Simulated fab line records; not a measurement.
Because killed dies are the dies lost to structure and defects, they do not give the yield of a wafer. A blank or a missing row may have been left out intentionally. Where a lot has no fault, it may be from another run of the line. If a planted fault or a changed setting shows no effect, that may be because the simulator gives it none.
Chamber matching | flow nandHarc | cmp-01 running NHARC_A_M0_CMP_23: 4 sister chambers
The step polishes, t overpolish 20 s, target thk 113.75 nm. 8 wafers are shown with their chamber, then 7 later ones without.

== WAFERS WITH THEIR CHAMBER ==
wafer  | chamber | motorCurrentA (A) | timeToEndpointS (s)
L465.3 | 3       | 11.8              | 25
L470.3 | 0       | 11.9              | 26
L470.5 | 0       | 12.3              | 27
L474.6 | 3       | 11.6              | 27
L475.1 | 1       | 11.0              | 33
L475.5 | 2       | 10.7              | 27
L475.6 | 1       | 10.8              | 29
L478.1 | 2       | 10.9              | 28

== WAFERS WITHOUT THEIR CHAMBER ==
wafer  | motorCurrentA (A) | timeToEndpointS (s)
L478.5 | 12.7              | 29
L485.2 | 11.7              | 29
L485.3 | 10.8              | 32
L485.5 | 11.9              | 31
L486.3 | 10.2              | 33
L486.4 | 10.5              | 37
L486.5 | 11.5              | 32

== CHAMBER TAKEN BY EACH ==
wafer  | from the rows above               | in truth
L478.5 | 0                                 | 0
L485.2 | can't be placed: 3 or 0           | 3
L485.3 | can't be placed: 1 or 2           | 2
L485.5 | can't be placed: 0 or 3           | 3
L486.3 | can't be placed: 1 or 2           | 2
L486.4 | can't be placed: 1 or 2           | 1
L486.5 | can't be placed: 1 or 3 or 0 or 2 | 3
Placed correctly: 1 of 7. Not placeable from these rows: 6 (in 6, the candidates include the true chamber). Placed wrongly: 0.
How it was worked out, from the rows above alone: a wafer's distance from a chamber is the root of the sum, over the readings, of the square of ((its reading less the chamber's mean) divided by the reading's scatter). The wafer belongs to the nearest chamber; if the next one is less than 2 further off, it can't be placed. A chamber's mean is the mean of its shown wafers. The scatter: take each reading less its chamber's mean, square it, sum over the shown wafers, divide by the number of wafers less the number of chambers, and take the root.
